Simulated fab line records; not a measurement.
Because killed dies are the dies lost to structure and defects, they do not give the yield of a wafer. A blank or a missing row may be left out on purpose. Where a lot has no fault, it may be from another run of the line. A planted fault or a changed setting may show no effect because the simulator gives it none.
Chamber matching    flow n5Finfet    N5_GATE_CUT_CMP_23 on cmp-02: 4 sister chambers
The step polishes, stops on SiO2, t overpolish 23.4 s, target thk 16 nm. 18 wafers are shown with their chamber, then 9 later ones without.

## WAFERS PAIRED WITH THEIR CHAMBERS
wafer   chamber  motorCurrentA (A)  timeToEndpointS (s)  overpolishRunS (s)
L074.2  0        9.6                18.2                 23.414
L074.3  3        7.5                12.9                 23.369
L074.6  3        7.4                15.9                 23.381
L075.2  1        10.3               18.5                 23.385
L075.4  3        7.7                14.3                 23.397
L075.5  1        10.3               15.2                 23.402
L077.3  1        10.6               19.7                 23.386
L077.5  1        10.3               20.5                 23.395
L077.6  2        10.6               15.2                 23.417
L080.2  3        7.7                14.2                 23.407
L080.3  1        10.5               20.1                 23.403
L080.5  1        10.8               19.7                 23.405
L081.1  1        10.7               17.8                 23.387
L081.3  2        10.0               17.3                 23.413
L081.6  1        10.0               19.0                 23.395
L082.3  3        8.1                16.3                 23.388
L082.5  0        9.7                20.6                 23.395
L082.6  3        7.8                13.3                 23.397

SIGNATURES (means of the wafers above)
reading          chamber 0  chamber 1  chamber 2  chamber 3  scatter within a chamber
motorCurrentA    9.650      10.438     10.300     7.700      0.262
timeToEndpointS  19.400     18.812     16.250     14.483     1.57
overpolishRunS   23.40450   23.39475   23.41500   23.38983   0.0106
Rule: for each reading, subtract the chamber's mean from the wafer's reading, divide by that reading's scatter and square the result; add these up over the readings and take the root, which gives the wafer's distance from the chamber. If the next closest chamber is less than 2 further off than the closest, the wafer can't be placed; otherwise it belongs to the closest. The scatter: take each reading less its chamber's mean, square it, sum over the shown wafers, divide by the number of wafers less the number of chambers, and take the root.

## WAFERS WITHOUT THEIR CHAMBER
wafer   motorCurrentA (A)  timeToEndpointS (s)  overpolishRunS (s)
L090.2  9.8                21.2                 23.402
L090.3  7.9                19.2                 23.400
L090.4  11.0               22.0                 23.399
L094.1  9.4                17.5                 23.385
L094.4  10.6               20.8                 23.408
L094.5  10.6               19.5                 23.379
L097.3  9.9                21.6                 23.388
L097.5  9.7                20.6                 23.407
L097.6  7.5                17.1                 23.398

## WHICH CHAMBER EACH WENT THROUGH
wafer    from the rows above            in truth
L090.2   can't be placed: 0 or 1        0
L090.3   3                              3
L090.4   can't be placed: 1 or 2        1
L094.1   can't be placed: 0 or 1        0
L094.4   can't be placed: 1 or 2 or 0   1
L094.5   1                              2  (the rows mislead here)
L097.3   can't be placed: 0 or 1        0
L097.5   0                              0
L097.6   3                              3
Placed correctly: 3 of 9. Cannot be placed on the basis of these rows: 5; the candidates contain the true chamber in 5. Number placed wrongly: 1.
